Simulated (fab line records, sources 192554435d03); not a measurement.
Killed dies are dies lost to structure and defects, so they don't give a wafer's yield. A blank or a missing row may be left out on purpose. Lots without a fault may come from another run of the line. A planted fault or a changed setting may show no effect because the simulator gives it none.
Chamber matching | flow n5_finfet | N5_HKMG_FIN_ALD_74 on ald_hk-02: 4 sister chambers
The step deposits La2O3, target thk 0.5 nm, pulse time 6 s, co reactant pulse time 1 s. 8 wafers are shown with their chamber, then 12 later ones without.

WAFERS WITH THEIR CHAMBER
wafer  | chamber | heater_power_w (W) | precursor_pulse_height_rel
L087.1 | 0       | 374                | 0.987
L088.2 | 3       | 344                | 1.014
L089.3 | 0       | 371                | 1.016
L089.4 | 2       | 337                | 0.993
L089.6 | 1       | 335                | 0.980
L092.1 | 3       | 345                | 0.973
L092.4 | 1       | 338                | 0.958
L092.5 | 2       | 335                | 1.015

WAFERS WITHOUT THEIR CHAMBER
wafer  | heater_power_w (W) | precursor_pulse_height_rel
L091.1 | 338                | 1.018
L091.3 | 332                | 0.976
L091.4 | 340                | 1.019
L095.1 | 346                | 0.956
L095.3 | 372                | 1.010
L095.4 | 334                | 0.982
L096.4 | 378                | 0.996
L096.5 | 341                | 1.022
L096.6 | 379                | 1.008
L097.1 | 341                | 0.972
L097.2 | 352                | 0.989
L097.5 | 331                | 1.015

WHICH CHAMBER EACH WENT THROUGH
wafer  | from the rows above          | in truth
L091.1 | can't be placed: 2 or 1      | 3
L091.3 | can't be placed: 1 or 2      | 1
L091.4 | can't be placed: 2 or 3 or 1 | 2
L095.1 | 3                            | 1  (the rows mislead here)
L095.3 | 0                            | 0
L095.4 | can't be placed: 2 or 1      | 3
L096.4 | 0                            | 0
L096.5 | can't be placed: 3 or 2 or 1 | 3
L096.6 | 0                            | 0
L097.1 | can't be placed: 3 or 1 or 2 | 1
L097.2 | 3                            | 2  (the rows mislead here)
L097.5 | can't be placed: 2 or 1      | 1
Placed correctly: 3 of 12. Can't be placed from these rows: 7 (the true chamber is among the candidates in 5). Placed wrongly: 2.
How it was worked out, from the rows above alone: a wafer's distance from a chamber is the root of the sum, over the readings, of the square of ((its reading less the chamber's mean) divided by the reading's scatter). The wafer belongs to the nearest chamber; if the next one is less than 2 further off, it can't be placed. A chamber's mean is the mean of its shown wafers. The scatter: the root of (the sum of the squares of (reading less its chamber's mean) over the shown wafers, divided by (wafers less chambers)).
